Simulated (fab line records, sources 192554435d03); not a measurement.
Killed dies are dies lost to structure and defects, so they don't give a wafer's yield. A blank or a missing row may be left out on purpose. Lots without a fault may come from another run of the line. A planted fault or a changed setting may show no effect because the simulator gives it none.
fab line records | flow n5_finfet
record lots=7 wafers=21 last_day=18
route steps=1938 shown SD_ACTIVATION@331 ILD0@335 BEOL_M4@1111 PASSIVATION@1936
lots that met no fault: from a run of the same line without faults
start_h: hours from the record's first day to the start of the lot's first wafer shown | wait_h: hours since the lot's step before | " the same as in the row above | L1.1+2: a row that stands for several wafers | - no value, or no start given | * or withheld: withheld | < > ~ a bound
route shown NAME@n: a module of which the file shows steps, and the number in the route of the first | usual: mean/standard deviation of fault-free wafers | same: alike in all rows | chamber/n: place in a boat | sites: the reading at each site | _std_site: their standard deviation | _edge_site: outer sites' mean less inner sites' | radius_mm: how far each site lies from the wafer's centre | mask NAME#n: copy n | behind: the tool/chamber that last shaped the wafer | hold: why the lot was held/for how many hours/how that ended | device: the transistor (n, p or np) that didn't switch | end of line: the same wafers' tests at the end of the route | a step without rows: its recipe alone | killed: dies lost to structure and defects at the first sort, not the wafer's yield | map: a wafer's dies, x killed, . not, _ none there
set.NAME: the setting as run; set.NAME@STEP: as run at that earlier step | model.NAME: the simulator's own value behind a step, which no gauge read
lots at some steps of the route; a table a step, a row a wafer
services: from which hour (start_h, from the record's first day; less than 0 if before it) a tool's chamber was out of use, for how many hours, and why
## steps
# step N5_SD_ACTIVATION_LSA_01
# recipe temp_c=1080 time_s=0.0008 ambient=N2
# usual wafer_temp_C_max=1086.7/1.1
# same time_s=0.0008
# columns lot.wafer tool chamber start_h wait_h wafer_temp_C_max
L202.2 laser_anneal-02 0 66.65 0.2 1088.1
L202.5 " 0 " " 1086.6
L202.6 " 0 " " 1085.9
L209.2 laser_anneal-01 0 106.88 0.2 1084.0
L209.4 " 0 " " 1085.4
L209.6 " 0 " " 1086.4
L215.2 laser_anneal-01 0 142.67 0.2 1087.9
L215.3 " 0 " " 1086.2
L215.6 " 0 " " 1086.2
L216.2 laser_anneal-02 0 146.48 0.2 1086.7
L216.3 " 0 " " 1085.9
L216.4 " 0 " " 1086.9
L217.2 laser_anneal-02 0 160.89 0.2 1087.0
L217.4 " 0 " " 1085.6
L217.6 " 0 " " 1084.9
L220.1 laser_anneal-02 0 180.03 0.2 1087.3
L220.2 " 0 " " 1086.5
L220.5 " 0 " " 1085.9
L224.4 laser_anneal-02 0 202.27 0.2 1086.3
L224.5 " 0 " " 1086.8
L224.6 " 0 " " 1087.9
# step N5_SD_ACTIVATION_RS_MEAS_03
# recipe thk_meas_gauge=four-point-probe
# usual RS_SD_N=21.80/0.28 RS_SD_P=55.9/0.94
# columns lot.wafer tool chamber start_h wait_h RS_SD_N[ohm/sq] RS_SD_P[ohm/sq]
L202.2 film_metro-01 - 66.85 0.2 21.51 56.1
L202.5 " - " " 21.47 56.6
L202.6 " - " " 21.64 56.4
L209.2 film_metro-02 - 107.07 0.2 21.75 55.4
L209.4 " - " " 21.80 55.3
L209.6 " - " " 21.88 54.6
L215.2 film_metro-02 - 142.87 0.2 21.66 55.4
L215.3 " - " " 22.04 56.1
L215.6 " - " " 21.59 56.7
L216.2 film_metro-02 - 146.68 0.2 22.04 56.7
L216.3 " - " " 22.06 56.5
L216.4 " - " " 22.02 55.5
L217.2 film_metro-02 - 161.08 0.2 22.07 55.1
L217.4 " - " " 22.20 55.2
L217.6 " - " " 22.28 55.6
L220.1 film_metro-01 - 180.25 0.2 21.64 56.2
L220.2 " - " " 21.68 56.2
L220.5 " - " " 21.55 56.8
L224.4 film_metro-02 - 202.45 0.1 22.14 56.0
L224.5 " - " " 22.14 57.2
L224.6 " - " " 21.38 55.6
# step N5_SD_ACTIVATION_INSPECT_02
# recipe inspect_instrument=darkfield mode=post_anneal
# usual raw_defect_count=193/41
# columns lot.wafer tool chamber start_h wait_h raw_defect_count
L202.2 defect_inspect-02 - 67.16 0.2 166
L202.5 " - " " 230
L202.6 " - " " 201
L209.2 defect_inspect-02 - 107.37 0.1 319
L209.4 " - " " 207
L209.6 " - " " 286
L215.2 defect_inspect-01 - 143.18 0.2 154
L215.3 " - " " 162
L215.6 " - " " 191
L216.2 defect_inspect-01 - 146.98 0.1 94
L216.3 " - " " 115
L216.4 " - " " 126
L217.2 defect_inspect-02 - 161.38 0.1 183
L217.4 " - " " 243
L217.6 " - " " 213
L220.1 defect_inspect-01 - 180.57 0.2 186
L220.2 " - " " 211
L220.5 " - " " 213
L224.4 defect_inspect-02 - 202.71 0.1 142
L224.5 " - " " 254
L224.6 " - " " 204
# step N5_ILD0_LINER_00
# recipe material=SiNx target_thk_a=40 temp_c=400 ald_precursor_family=SiH2I2 ald_co_reactant=N2/H2-plasma pulse_time_s=1 purge_time_s=2 co_reactant_purge_time_s=2 ald_cycles=80 pressure_torr=2
# usual heater_power_w=849/99 precursor_pulse_height_rel=1.000/0.019 susceptor_temp_C=400.02/0.22
# same pulse_time_s=1
# columns lot.wafer tool chamber start_h wait_h heater_power_w precursor_pulse_height_rel susceptor_temp_C
L202.2 ald_sin-01 3 67.35 0.2 786 1.018 399.76
L202.5 " 3 " " 785 0.981 399.95
L202.6 " 0 " " 949 1.026 400.55
L209.2 ald_sin-03 0 107.75 0.4 785 1.044 400.23
L209.4 " 3 " " 826 1.025 399.88
L209.6 " 3 " " 825 1.008 399.33
L215.2 ald_sin-03 2 143.22 0.0 694 0.997 399.97
L215.3 " 3 " " 844 1.022 400.49
L215.6 " 2 " " 710 0.988 400.05
L216.2 ald_sin-03 1 147.07 0.1 892 1.022 400.19
L216.3 " 0 " " 774 0.974 399.92
L216.4 " 2 " " 715 1.002 400.24
L217.2 ald_sin-01 1 161.42 0.0 840 0.993 400.10
L217.4 " 2 " " 1000 0.987 400.15
L217.6 " 3 " " 790 1.009 399.97
L220.1 ald_sin-01 0 180.60 0.0 960 1.030 399.94
L220.2 " 2 " " 1009 0.991 399.82
L220.5 " 3 " " 786 0.994 400.15
L224.4 ald_sin-02 3 202.75 0.0 723 1.024 399.98
L224.5 " 2 " " 746 0.987 400.16
L224.6 " 3 " " 743 0.979 399.88
# step N5_ILD0_FCVD_FILL_01
# recipe material=SiO2_flowable target_thk_a=2000 temp_c=100 pressure_torr=0.8 rf_w=2000 time_s=328.3
# step N5_ILD0_CURE_02
# recipe temp_c=450 time_s=1800 ambient=steam idle_temp_c=400 ramp_up_c_per_min=5 ramp_down_c_per_min=3 densification_p_h2o_torr=640
# step N5_ILD0_CMP_03
# recipe stop_on=SiNx t_overpolish_s=1.9 post_cmp_clean=alkaline_brush down_force_psi=4.1491 platen_rpm=51.796 pad_velocity_m_s=1.0306 target_thk_nm=197.38
# usual motor_current_A=12.3/1.2 overpolish_run_s=1.901/0.0086 platen_rpm=51.79/0.031 time_to_endpoint_s=70/4.9
# columns lot.wafer tool chamber start_h wait_h motor_current_A overpolish_run_s platen_rpm time_to_endpoint_s
L202.2 cmp-01 3 69.79 0.1 11.5 1.894 51.75 67
L202.6 " 1 " " 13.8 1.902 51.80 68
L202.5 " 2 " " 11.8 1.888 51.81 65
L209.2 cmp-04 3 110.12 0.0 12.6 1.893 51.77 64
L209.4 " 0 " " 13.3 1.900 51.81 66
L209.6 " 3 " " 11.8 1.895 51.77 63
L215.2 cmp-02 3 145.62 0.1 12.4 1.911 51.77 76
L215.3 " 1 " " 11.4 1.897 51.83 77
L215.6 " 2 " " 14.7 1.895 51.82 77
L216.4 cmp-04 2 149.43 0.0 10.6 1.902 51.85 76
L216.2 " 3 " " 12.7 1.894 51.82 70
L216.3 " 0 " " 13.3 1.899 51.86 69
L217.4 cmp-01 1 163.86 0.1 14.2 1.896 51.78 68
L217.2 " 2 " " 11.2 1.891 51.83 60
L217.6 " 3 " " 11.7 1.914 51.77 66
L220.2 cmp-01 3 183.02 0.1 11.2 1.892 51.76 69
L220.1 " 0 " " 11.4 1.906 51.74 70
L220.5 " 3 " " 11.1 1.897 51.83 70
L224.4 cmp-04 3 205.11 0.0 12.1 1.902 51.75 66
L224.6 " 3 " " 12.0 1.909 51.79 67
L224.5 " 0 " " 13.4 1.909 51.80 68
# step N5_ILD0_THK_MEAS_04
# usual thk_nm=197.2/1.4
# columns lot.wafer tool chamber start_h wait_h thk_nm
L202.2 film_metro-02 - 70.01 - 196.2
L202.5 " - " " 195.4
L202.6 " - " " 195.1
L209.2 film_metro-02 - 110.41 - 195.1
L209.4 " - " " 198.0
L209.6 " - " " 194.6
L215.2 film_metro-01 - 145.88 - 197.5
L215.3 " - " " 197.7
L215.6 " - " " 198.3
L216.2 film_metro-01 - 149.73 - 197.9
L216.3 " - " " 197.0
L216.4 " - " " 199.6
L217.2 film_metro-02 - 164.08 - 196.5
L217.4 " - " " 197.5
L217.6 " - " " 195.6
L220.1 film_metro-02 - 183.28 - 197.3
L220.2 " - " " 200.8
L220.5 " - " " 198.5
L224.4 film_metro-02 - 205.41 - 194.4
L224.5 " - " " 197.8
L224.6 " - " " 196.3
# step N5_ILD0_CMP_07
# recipe stop_on=poly-Si material=SiO2_flowable t_overpolish_s=1.18 post_cmp_clean=alkaline_brush down_force_psi=4.1491 platen_rpm=51.796 pad_velocity_m_s=1.0306 target_thk_nm=138.88
# usual motor_current_A=12.6/1.4 platen_rpm=51.80/0.037
# columns lot.wafer tool chamber start_h wait_h motor_current_A platen_rpm
L202.2 cmp-01 2 70.12 0.1 11.3 51.79
L202.6 " 0 " " 12.0 51.79
L202.5 " 1 " " 13.6 51.76
L209.4 cmp-02 0 110.44 0.0 12.5 51.85
L209.2 " 1 " " 12.1 51.80
L209.6 " 1 " " 11.2 51.83
L215.2 cmp-02 0 145.98 0.1 12.9 51.71
L215.3 " 1 " " 11.8 51.77
L215.6 " 3 " " 12.4 51.83
L216.4 cmp-02 1 149.75 0.0 12.1 51.75
L216.3 " 2 " " 15.7 51.78
L216.2 " 3 " " 11.5 51.80
L217.4 cmp-01 1 164.18 0.1 13.2 51.82
L217.2 " 2 " " 10.9 51.69
L217.6 " 0 " " 12.1 51.78
L220.2 cmp-04 0 183.38 0.1 14.6 51.82
L220.1 " 1 " " 10.8 51.82
L220.5 " 2 " " 11.3 51.80
L224.4 cmp-04 0 205.51 0.1 13.8 51.80
L224.5 " 2 " " 10.3 51.72
L224.6 " 3 " " 12.5 51.85
# step N5_ILD0_THK_MEAS_08
# usual thk_nm=139.0/1.3
# columns lot.wafer tool chamber start_h wait_h thk_nm
L202.2 film_metro-01 - 70.34 - 137.0
L202.5 " - " " 138.3
L202.6 " - " " 138.7
L209.2 film_metro-02 - 110.73 - 138.2
L209.4 " - " " 137.3
L209.6 " - " " 138.4
L215.2 film_metro-01 - 146.20 - 137.4
L215.3 " - " " 139.6
L215.6 " - " " 138.5
L216.2 film_metro-01 - 150.05 - 140.2
L216.3 " - " " 139.1
L216.4 " - " " 139.3
L217.2 film_metro-02 - 164.40 - 137.0
L217.4 " - " " 138.5
L217.6 " - " " 137.4
L220.1 film_metro-02 - 183.60 - 139.2
L220.2 " - " " 138.3
L220.5 " - " " 140.4
L224.4 film_metro-02 - 205.73 - 139.3
L224.5 " - " " 141.8
L224.6 " - " " 140.4
# step N5_ILD0_PRECLEAN_10
# recipe chemistry=NF3:NH3 afs_cycles=5 time_s=20 temp_c=30 sublimation_temp_c=180 sublimation_time_s=60 pressure_torr=3 rf_power_w=30
# step N5_ILD0_ALD_15
# recipe material=SiNx target_thk_a=240 temp_c=400 ald_precursor_family=SiH2I2 ald_co_reactant=N2/H2-plasma pulse_time_s=1 ald_cycles=480 purge_time_s=2 co_reactant_purge_time_s=2 pressure_torr=2
# usual ald_cycles=480/0 heater_power_w=824/96 precursor_pulse_height_rel=0.998/0.02 susceptor_temp_C=400.01/0.23
# same pulse_time_s=1
# columns lot.wafer tool chamber start_h wait_h ald_cycles heater_power_w precursor_pulse_height_rel susceptor_temp_C model.SiNx_of_ILD0_ALD_15.thk_nm
L202.2 ald_sin-02 3 71.05 0.5 480 711 1.002 400.12 24.2
L202.5 " 2 72.14 1.2 480 749 0.990 400.08 24
L202.6 " 3 " " 480 728 1.017 400.08 24.2
L209.2 ald_sin-02 0 111.67 0.6 480 910 1.013 399.98 24.2
L209.4 " 3 " " 480 729 1.040 400.22 24
L209.6 " 2 112.76 1.1 480 726 1.024 400.03 23.8
L215.2 ald_sin-03 2 147.46 0.9 480 697 0.992 399.78 24.2
L215.3 " 3 " " 480 835 0.973 400.14 24.2
L215.6 " 3 148.55 1.4 480 844 0.969 399.96 24
L216.2 ald_sin-02 2 150.77 0.5 688 724 0.966 400.48 34.2
L216.3 " 1 " " 480 789 0.979 399.87 24
L216.4 " 3 " " 688 753 1.003 399.45 34.2
L217.2 ald_sin-02 3 165.23 0.6 688 749 1.003 399.87 34.4
L217.4 " 1 " " 688 780 0.985 399.81 34.4
L217.6 " 1 166.32 1.2 480 779 1.045 399.81 24
L220.1 ald_sin-02 1 184.32 0.6 480 770 0.977 399.86 24
L220.2 " 0 " " 688 896 0.996 400.27 34.4
L220.5 " 1 185.40 1.2 480 779 0.976 399.84 24
L224.4 ald_sin-01 2 206.45 0.2 480 997 0.978 400.03 23.8
L224.5 " 0 207.53 1.2 480 954 1.004 399.82 24
L224.6 " 3 " " 480 788 0.988 399.81 23.8
# step N5_ILD0_CMP_12
# recipe stop_on=poly-Si material=SiNx t_overpolish_s=6 post_cmp_clean=alkaline_brush down_force_psi=2.5 platen_rpm=51.8 pad_velocity_m_s=1.0307 target_thk_nm=17.67
# usual motor_current_A=9.1/0.99 platen_rpm=51.80/0.033 time_to_endpoint_s=29/3.2
# columns lot.wafer tool chamber start_h wait_h motor_current_A platen_rpm time_to_endpoint_s
L202.2 cmp-02 2 73.33 1.2 11.7 51.79 39
L202.6 " 0 " " 9.5 51.79 31
L202.5 " 1 " " 8.6 51.82 33
L209.4 cmp-01 3 113.91 1.2 8.4 51.78 31
L209.2 " 0 " " 8.9 51.77 34
L209.6 " 2 " " 8.1 51.79 28
L215.2 cmp-01 0 149.66 1.1 8.7 51.81 30
L215.3 " 3 " " 8.2 51.80 29
L215.6 " 1 " " 9.8 51.76 29
L216.2 cmp-04 3 152.97 1.1 8.9 51.79 40
L216.4 " 0 " " 10.2 51.79 43
L216.3 " 1 " " 8.5 51.82 32
L217.2 cmp-01 3 167.51 1.2 8.1 51.82 40
L217.4 " 0 " " 8.6 51.83 38
L217.6 " 2 " " 8.4 51.87 21
L220.2 cmp-01 1 186.59 1.2 9.9 51.81 40
L220.1 " 2 " " 8.4 51.82 25
L220.5 " 0 " " 8.7 51.83 30
L224.4 cmp-02 0 208.69 1.2 9.6 51.81 23
L224.5 " 3 " " 8.8 51.75 31
L224.6 " 0 " " 9.2 51.75 25
# step N5_ILD0_THK_MEAS_13
# usual thk_nm=17.6/1.2
# columns lot.wafer tool chamber start_h wait_h thk_nm
L202.2 film_metro-02 - 73.55 - 19.0
L202.5 " - " " 19.9
L202.6 " - " " 17.8
L209.2 film_metro-01 - 114.17 - 18.1
L209.4 " - " " 17.4
L209.6 " - " " 16.4
L215.2 film_metro-02 - 149.96 - 16.4
L215.3 " - " " 17.1
L215.6 " - " " 16.5
L216.2 film_metro-01 - 153.26 - 16.1
L216.3 " - " " 18.6
L216.4 " - " " 15.9
L217.2 film_metro-02 - 167.72 - 17.6
L217.4 " - " " 16.7
L217.6 " - " " 15.6
L220.1 film_metro-01 - 186.81 - 16.5
L220.2 " - " " 18.3
L220.5 " - " " 18.2
L224.4 film_metro-02 - 208.94 - 16.0
L224.5 " - " " 18.0
L224.6 " - " " 16.1
# step N5_BEOL_M4_RC_MEAS_101
# usual DIBL_N=35.7/1.5 DIBL_P=35.7/2 IOFF_N=0.155/0.026 IOFF_P=0.20/0.031 ION_N=675/11 ION_P=462/7.1 SS_N=71.3/0.57 SS_P=73.1/0.56 VT_N=250/3 VT_P=-251/3
# columns lot.wafer tool chamber start_h wait_h DIBL_N[mV/V] DIBL_P[mV/V] IOFF_N[nA/um] IOFF_P[nA/um] ION_N[uA/um] ION_P[uA/um] SS_N[mV/dec] SS_P[mV/dec] VT_N[mV] VT_P[mV]
L202.2 prober-01 0 185.44 0.2 35.0 33.7 0.139 0.17 665 450 71.1 72.8 254 -255
L202.5 " 0 " " 38.3 38.5 0.208 0.25 685 462 71.3 73.7 247 -247
L202.6 " 0 " " 37.4 37.2 0.175 0.23 667 460 71.7 73.2 250 -250
L209.2 prober-01 0 225.72 0.8 35.2 33.7 0.131 0.19 677 467 71.1 72.4 252 -248
L209.4 " 0 " " 36.8 35.0 0.141 0.21 660 453 71.5 72.8 254 -248
L209.6 " 0 " " 35.2 34.1 0.121 0.20 657 457 71.1 72.2 256 -251
L216.2 prober-02 0 260.55 0.2 35.9 36.7 0.149 0.21 673 469 70.7 72.9 250 -248
L216.3 " 0 " " 36.7 37.2 0.162 0.22 669 465 70.9 72.2 248 -248
L216.4 " 0 " " 36.7 37.1 0.163 0.23 697 470 71.0 73.1 248 -248
L215.2 prober-02 0 267.79 0.2 36.0 36.6 0.160 0.20 685 466 71.1 72.7 250 -255
L215.3 " 0 " " 36.8 38.3 0.181 0.24 685 469 71.4 73.9 247 -249
L215.6 " 0 " " 36.5 37.4 0.172 0.21 683 464 71.3 73.3 247 -251
L217.2 prober-01 0 277.89 0.2 39.6 39.1 0.210 0.26 682 469 72.1 75.0 248 -248
L217.4 " 0 " " 37.9 36.8 0.171 0.22 675 469 72.6 73.8 246 -250
L217.6 " 0 " " 35.7 34.8 0.146 0.19 683 464 72.1 72.7 250 -252
L220.1 prober-01 0 286.03 0.0 35.8 33.9 0.141 0.20 677 461 71.3 72.9 253 -251
L220.2 " 0 " " 35.6 34.8 0.132 0.22 675 476 71.3 73.2 254 -248
L220.5 " 0 " " 35.4 34.5 0.130 0.21 662 460 71.1 73.0 254 -248
L224.4 prober-02 0 320.53 0.5 37.1 38.4 0.175 0.22 669 457 71.6 73.4 249 -252
L224.5 " 0 " " 35.9 37.9 0.164 0.20 681 462 71.2 73.8 250 -252
L224.6 " 0 " " 38.2 40.2 0.214 0.26 680 464 72.1 74.0 244 -248
# step N5_PASSIVATION_PROBE_49
# usual defect_limited_yield=91.4/1.5 killed_at_M0_to_M3=34/10 killed_at_M4_up=15/6 killed_at_contacts=12/6 killed_at_front_end=37/11 killed_at_other=3.3/2.8 killed_dies=101/18 killed_open=66/14 killed_short=33/7.8 sort_bin_5_function=5.0/0.97 sort_bin_6_memory=3.2/0.72 sort_n_pass=1079/18 sort_yield_pct=91.4/1.5
# same gross_dies=1180 killed_at_back_side=0 sort_bin_4_leakage[%]=0 sort_bin_8_speed[%]=0
# columns lot.wafer tool chamber start_h wait_h defect_limited_yield[%] killed_at_M0_to_M3 killed_at_M4_up killed_at_contacts killed_at_front_end killed_at_other killed_dies killed_open killed_short sort_bin_5_function[%] sort_bin_6_memory[%] sort_n_pass sort_yield_pct[%]
L220.2 prober-02 - 385.91 0.1 91.6 35 12 14 35 3 99 67 31 4.3 3.8 1081 91.6
# killed by level:class
L220.2 FIN_SAQP:geometric_particle:open=11 MOL_CONTACT_COAG:geometric_particle:open=11 BEOL_M0_SAQP:geometric_particle:short=10 BEOL_M3:geometric_particle:open=9 GATE_CUT:geometric_particle:short=8 BEOL_M4:geometric_particle:open=8 DUMMY_GATE:geometric_particle:open=6 BEOL_M0_SAQP:geometric_particle:open=6
## services
# columns tool chamber start_h hours kind
ald_sin-01 1 45.29 2.0 repair
laser_anneal-02 - 47.34 2.3 pm
ald_sin-01 3 49.33 6.0 repair
cmp-04 - 54.30 1.2 repair
ald_sin-01 - 56.04 2.8 pm
ald_sin-01 3 61.45 1.4 repair
cmp-02 - 63.79 6.3 pm
cmp-04 - 68.62 1.5 repair
laser_anneal-02 - 74.40 2.0 repair
ald_sin-01 3 74.59 11.9 repair
ald_sin-02 - 85.26 14.0 pm
cmp-01 - 90.93 3.4 repair
laser_anneal-02 - 116.13 2.6 repair
ald_sin-03 - 120.00 1.0 repair
cmp-02 - 121.10 1.6 repair
cmp-04 - 153.99 1.2 repair
cmp-04 - 158.51 4.0 pm
cmp-04 - 162.88 7.6 repair
cmp-01 - 168.17 4.1 pm
ald_sin-01 1 169.99 14.6 repair
ald_sin-03 - 176.75 14.0 pm
cmp-01 - 179.11 2.5 repair
cmp-02 - 183.37 4.0 pm
cmp-01 - 192.70 7.2 repair
## key
first_sign step=N5_ILD0_ALD_15 reading=ald_cycles direction=up sigmas=99+ usual=* struck=*
effect step=N5_ILD0_CMP_12 reading=time_to_endpoint_s direction=up sigmas=3.5 usual=* struck=*
model_effect step=N5_ILD0_ALD_15 value=SiNx_of_ILD0_ALD_15.thk_nm without=23.92 struck=34.32
met_at N5_ILD0_ALD_15
struck_wafers L216.2,L216.4,L217.2,L217.4,L220.2
onset_between 111.67 150.77
fault kind=process_parameter_drift tool=ald_sin-02 chamber=- onset_h=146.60 steps=N5_ILD0_ALD_15 channel=ald_cycles offset=* shape=step end_h=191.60 scope=struck_wafers_only acts_in=* stated=*
